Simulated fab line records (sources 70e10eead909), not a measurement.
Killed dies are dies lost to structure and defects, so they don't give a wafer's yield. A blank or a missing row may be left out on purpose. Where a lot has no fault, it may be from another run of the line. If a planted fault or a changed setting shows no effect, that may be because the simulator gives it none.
Tool commonality check + flow nand_harc + Sampled: 2 lots, 6 wafers

## THE REASON FOR OPENING IT
At NHARC_END_SORT_01 the reading killed_at_array is flagged on 2 of 2 lots. No-fault wafers: 55, standard deviation 17.
Rule: a lot gets a flag if all its wafers with a number sit over 4 standard deviations from that mean, or if no wafer of it has a number. The rest of the lots are taken to be sound.

| lot  | measured     | on        | killed_at_array, wafer by wafer | flag    |
|------|--------------|-----------|---------------------------------|---------|
| L411 | day 30 15:14 | prober-01 | 673 675 672                     | FLAGGED |
| L407 | day 30 19:32 | prober-02 | 673 671 673                     | FLAGGED |
Average over the flagged lots: 673; offset from the usual +618, equal to +36 standard deviations.

## TOOL THAT RAN EACH LOT
The record holds 4 process steps before the reading, out of a route of 1302 steps. Read each cell as the tool, then ch plus the chambers that the sampled wafers visited, then the start.
| lot  | flag    | NHARC_A_STAIRCASE_HM_OPEN_463                 | NHARC_A_STAIRCASE_ETCH_315                    | NHARC_A_STAIRCASE_STRIP_316        | NHARC_A_STAIRCASE_ALD_415        |
|------|---------|-----------------------------------------------|-----------------------------------------------|------------------------------------|----------------------------------|
| L411 | FLAGGED | rie_diel-08 ch 0,2,3, day 23 10:44 or earlier | rie_diel-08 ch 0,3, day 23 10:44 or earlier   | rie_diel-08 ch 0,1,2, day 23 10:44 | ald_hk-01 ch 0,1,3, day 23 12:26 |
| L407 | FLAGGED | rie_diel-08 ch 0,1,3, day 23 04:34 or earlier | rie_diel-08 ch 0,1,3, day 23 04:34 or earlier | rie_diel-08 ch 1,2,3, day 23 04:34 | ald_hk-01 ch 0,2,3, day 23 05:23 |
What these steps do:
- NHARC_A_STAIRCASE_HM_OPEN_463: chemistry O2/COS.
- NHARC_A_STAIRCASE_ETCH_315: etches the open film in C4F8/O2/Ar, target depth 2500 nm, time 607.1 s.
- NHARC_A_STAIRCASE_STRIP_316: strips in O2.
- NHARC_A_STAIRCASE_ALD_415: deposits SiO2, target thk 30 nm, pulse time 6 s, ald cycles 300.
- NHARC_END_SORT_01

## FLAGGED AGAINST TOTAL, ONE TOOL AT A TIME (gauges that did the reading follow at the end)
| step                          | tool        | lots run | flagged | share of the flagged lots | sound lots run after its first flagged lot |
|-------------------------------|-------------|----------|---------|---------------------------|--------------------------------------------|
| NHARC_A_STAIRCASE_HM_OPEN_463 | rie_diel-08 | 2        | 2       | all                       | 0                                          |
| NHARC_A_STAIRCASE_ETCH_315    | rie_diel-08 | 2        | 2       | all                       | 0                                          |
| NHARC_A_STAIRCASE_STRIP_316   | rie_diel-08 | 2        | 2       | all                       | 0                                          |
| NHARC_A_STAIRCASE_ALD_415     | ald_hk-01   | 2        | 2       | all                       | 0                                          |
| NHARC_END_SORT_01             | prober-01   | 1        | 1       | some                      | 0                                          |
| NHARC_END_SORT_01             | prober-02   | 1        | 1       | some                      | 0                                          |
NHARC_A_STAIRCASE_HM_OPEN_463: start missing for some lots; hours and lot order therefore follow NHARC_A_STAIRCASE_STRIP_316. NHARC_A_STAIRCASE_ETCH_315: start missing for some lots; hours and lot order therefore follow NHARC_A_STAIRCASE_STRIP_316.

## WHAT THE TABLE ALLOWS
4 rows of the table ran every flagged lot: rie_diel-08 at NHARC_A_STAIRCASE_HM_OPEN_463, rie_diel-08 at NHARC_A_STAIRCASE_ETCH_315, rie_diel-08 at NHARC_A_STAIRCASE_STRIP_316, ald_hk-01 at NHARC_A_STAIRCASE_ALD_415.
- rie_diel-08 at NHARC_A_STAIRCASE_HM_OPEN_463: 2 of its 2 lots flagged. With no sound lot run before its first flagged lot in this sample, there is nothing to narrow down the start.
- rie_diel-08 at NHARC_A_STAIRCASE_ETCH_315: 2 of its 2 lots flagged. With no sound lot run before its first flagged lot in this sample, there is nothing to narrow down the start.
- rie_diel-08 at NHARC_A_STAIRCASE_STRIP_316: 2 of its 2 lots flagged. With no sound lot run before its first flagged lot in this sample, there is nothing to narrow down the start.
- ald_hk-01 at NHARC_A_STAIRCASE_ALD_415: 2 of its 2 lots flagged. With no sound lot run before its first flagged lot in this sample, there is nothing to narrow down the start.
These 2 tools cannot be told apart by counting lots, since each of them fits a fault that started at some hour. More lots, or a look at what each step does to the wafer, might.

## WHAT THE SIMULATOR HAD INSERTED
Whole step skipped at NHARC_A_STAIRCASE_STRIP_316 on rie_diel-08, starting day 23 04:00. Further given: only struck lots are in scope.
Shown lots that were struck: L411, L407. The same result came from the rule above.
